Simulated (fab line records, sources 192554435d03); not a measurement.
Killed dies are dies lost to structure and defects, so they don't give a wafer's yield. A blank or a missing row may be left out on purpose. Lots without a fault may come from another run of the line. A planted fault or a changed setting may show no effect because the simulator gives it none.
Which tool did it? | flow n5_finfet | 11 lots, 33 wafers sampled, at 1 step of a route of 1938

WHAT THE GAUGES READ, wafer by wafer
N5_FIN_SAQP_OVL_MEAS_17. Usual: FIN_CORE_OVL -0.2 nm, standard deviation 0.69.
lot  | measured    | on         | FIN_CORE_OVL (nm) | flag
L215 | day 1 22:10 | overlay-02 | 0.0 0.0 -0.6      |
L217 | day 2 09:23 | overlay-01 | -0.4 0.2 -0.5     |
L218 | day 2 15:51 | overlay-02 | -1.5 0.0 -1.7     |
L221 | day 3 10:05 | overlay-01 | -0.4 -0.2 -0.7    |
L222 | day 3 16:16 | overlay-01 | -0.5 -0.1 -0.3    |
L223 | day 4 00:12 | overlay-01 | -1.5 -0.8 -0.6    |
L230 | day 5 15:49 | overlay-02 | 0.0 0.7 0.0       |
L231 | day 5 21:34 | overlay-01 | -0.4 -0.1 -0.1    |
L234 | day 6 16:23 | overlay-02 | 0.2 -1.3 -0.2     |
L235 | day 6 21:48 | overlay-02 | 1.5 0.5 -0.5      |
L238 | day 7 15:17 | overlay-02 | -0.6 0.6 -0.2     |

WHICH TOOL RAN EACH LOT (tool, then ch and the chambers of the sampled wafers, then the start)
The record holds no process step before these readings.

WHAT THE TOOLS THEMSELVES READ (means of the sampled wafers that have a number; where no wafer has one, the mark that the record gives instead)
The record holds no such reading with a usual standard deviation.

THE ANSWER, worked out from the rows above alone
Rule: a lot is off if the mean of its wafers that have a number lies more than 3 standard deviations from the usual mean. A lot without any number at a reading at which 4 lots or more have one is off too. The other lots that the step has rows for count as sound. The gauges are gone through in route order, then the tools' own readings, and for those a lot's mean is taken as printed above. The first step at which some lot is off is used, and at that step the reading that is off furthest; a lot without a number counts as furthest.
No lot is off at any reading shown: from this, nothing can be told.

WHAT THE SIMULATOR HAD PUT IN
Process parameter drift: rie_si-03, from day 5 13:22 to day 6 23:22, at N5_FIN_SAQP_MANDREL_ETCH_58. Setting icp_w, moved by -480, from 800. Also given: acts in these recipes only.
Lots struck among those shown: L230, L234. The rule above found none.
